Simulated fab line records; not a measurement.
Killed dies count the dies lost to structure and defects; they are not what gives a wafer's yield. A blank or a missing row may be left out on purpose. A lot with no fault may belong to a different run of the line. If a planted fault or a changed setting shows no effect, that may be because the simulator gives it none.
Struck lot and sound lot, side by side / flow n5Finfet / 15 steps out of a route of 1938
Sound: the wafers L153.1, L153.3, L153.4. Struck: wafer L166.5; the same lot's L166.6 was not struck, so it is left out; see the end for the cause.
Order at every step that has rows: each side's tool, ch and its chambers, its first start. Under that, the readings that differ: sound wafers / struck wafers / difference of the means / sigmas: that difference in standard deviations of wafers without a fault.
alike: readings whose means differ by less than 2 such deviations, and words and numbers that are the same on both sides. not compared: withheld readings, readings that some wafer has no value for, bounds like >300 that may hide the same value, and numbers for which the record gives no deviation and whose values overlap.
Wherever a step has rows on one side only, a row that says differs or no value, or a row with sigmas, the two part there. When numbers do not overlap yet have no deviation, they are printed without sigmas and do not part them. A reading missing from all wafers of one side parts the sides only when that side holds two or more wafers.

N5_SDB_CD_MEAS_11 targets a cd of 50 nm.
  sound on cdSem-03 ch 0, day 5 13:38; struck on cdSem-02 ch 0, day 8 18:59
reading=cdNm (nm); sound=51.5 50.9 49.8; struck=53.2; difference=+2.5; sigmas=+2
N5_SDB_OVL_MEAS_12:
  sound on overlay-01 ch 0, day 5 13:40; struck on overlay-02 ch 0, day 8 19:00
  alike: SDB_OVL
N5_SDB_INSPECT_13: inspects for defects (brightfield).
  sound on defectInspect-02 at day 5 13:41; struck on defectInspect-02 at day 8 19:02
  alike: rawDefectCount
then, 1 step without rows for these wafers: N5_SDB_DESCUM_16 (chemistry O2, time 7.9 s).
N5_SDB_ETCH_17: etches SiARC in CF4, target depth 23.4 nm, time 39 s.
  sound on rieDiel-03 ch 0,3, day 5 13:45; struck on rieDiel-04 ch 2, day 8 19:21
  alike: drypumpMotorCurrentA, etchRfOnTimeS, oesProductAu, rfVppV, showerheadPlenumPTorr, throttleValvePct
  not compared: rfHoursCounterH
N5_SDB_ETCH_18: etches SOC in N2/H2, target depth 100 nm, overetch 20 nm, time 150 s.
  sound on rieDiel-03 ch 0,3, day 5 13:47; struck on rieDiel-04 ch 2, day 8 19:26
  alike: drypumpMotorCurrentA, oesProductAu, rfVppV, showerheadPlenumPTorr, throttleValvePct
  not compared: rfHoursCounterH
then, 1 step without rows for these wafers: N5_SDB_STRIP_19 (strips in N2/H2).
N5_SDB_STRIP_21: strips in CF4.
  sound on rieDiel-03 ch 0,3, day 5 13:56; struck on rieDiel-04 ch 2, day 8 19:31
reading=powerW (W); sound=300.4 300.9 301.3; struck=298.8; difference=-2.1; sigmas=-2
  alike: drypumpMotorCurrentA, oesProductAu, rfVppV, showerheadPlenumPTorr, throttleValvePct
  not compared: rfHoursCounterH
then, 1 step without rows for these wafers: N5_SDB_HM_OPEN_20 (chemistry CH3F/O2, target SiNx, stops on poly-Si, target depth 24 nm).
N5_SDB_STRIP_22: strips in N2/H2.
  sound on plasmaAsher-02 ch 0,1, day 5 14:02; struck on plasmaAsher-02 ch 1, day 8 19:41
  alike: drypumpMotorCurrentA, heaterPowerW, oesProductAu, stripTimeToEndpointS
  not compared: rfHoursCounterH
then, 2 steps without rows for these wafers: N5_SDB_PRECLEAN_23 (cleans in dHF, time 30 s); N5_SDB_DUMMY_REMOVE_24 (chemistry TMAH, target poly-Si, stops on SiO2, target depth 142 nm, time 57 s, rinse time 30 s).
N5_SDB_ETCH_25: etches SiO2 in C4F6/O2, target depth 10 nm, time 3.3 s.
  sound on rieDiel-04 ch 0,2,3, day 5 14:15; struck on rieDiel-04 ch 3, day 8 19:52
reading=model.etch.depthNm (nm); sound=10.15 10.29 10.04; struck=13.86; difference=+3.70; sigmas=
  alike: drypumpMotorCurrentA, oes_o_777_au, oesProductAu, rfVppV, showerheadPlenumPTorr, throttleValvePct
  not compared: rfHoursCounterH
N5_SDB_CUT_ETCH_26: etches Si in HBr/Cl2/O2, target depth 129.6 nm, bt time 20 s, time 51.8 s.
  sound on rieSi-02 ch 0,1,2, day 5 14:20; struck on rieSi-02 ch 3, day 8 19:58
  alike: drypumpMotorCurrentA, oes_o_777_au, oesProductAu, throttleValvePct
  not compared: rfHoursCounterH
-- the record jumps here: 5 days lie between the struck wafers' starts before and after (it left off in module SDB and takes up again in module BEOL_M4, whose first step shown is number 1111 of the route) --
N5_BEOL_M4_RC_MEAS_101:
  sound on prober-01 ch 0, day 9 16:58; struck on prober-02 ch 0, day 13 11:43
reading=DIBL_P (mV/V); sound=39.7 37.1 37.7; struck=33.2; difference=-5.0; sigmas=-2
reading=IOFF_N (nA/um); sound=0.21 0.17 0.17; struck=0.12; difference=-0.06; sigmas=-2
reading=ION_N (uA/um); sound=689 684 676; struck=653; difference=-30; sigmas=-2
reading=SS_N (mV/dec); sound=72.3 71.6 71.8; struck=70.4; difference=-1.5; sigmas=-2
  alike: DIBL_N, IOFF_P, ION_P, SS_P, VT_N, VT_P

WHERE THEY PART
Last at N5_BEOL_M4_RC_MEAS_101 as far as this record goes, first at N5_SDB_CD_MEAS_11.

WHY: what had been put in by the simulator
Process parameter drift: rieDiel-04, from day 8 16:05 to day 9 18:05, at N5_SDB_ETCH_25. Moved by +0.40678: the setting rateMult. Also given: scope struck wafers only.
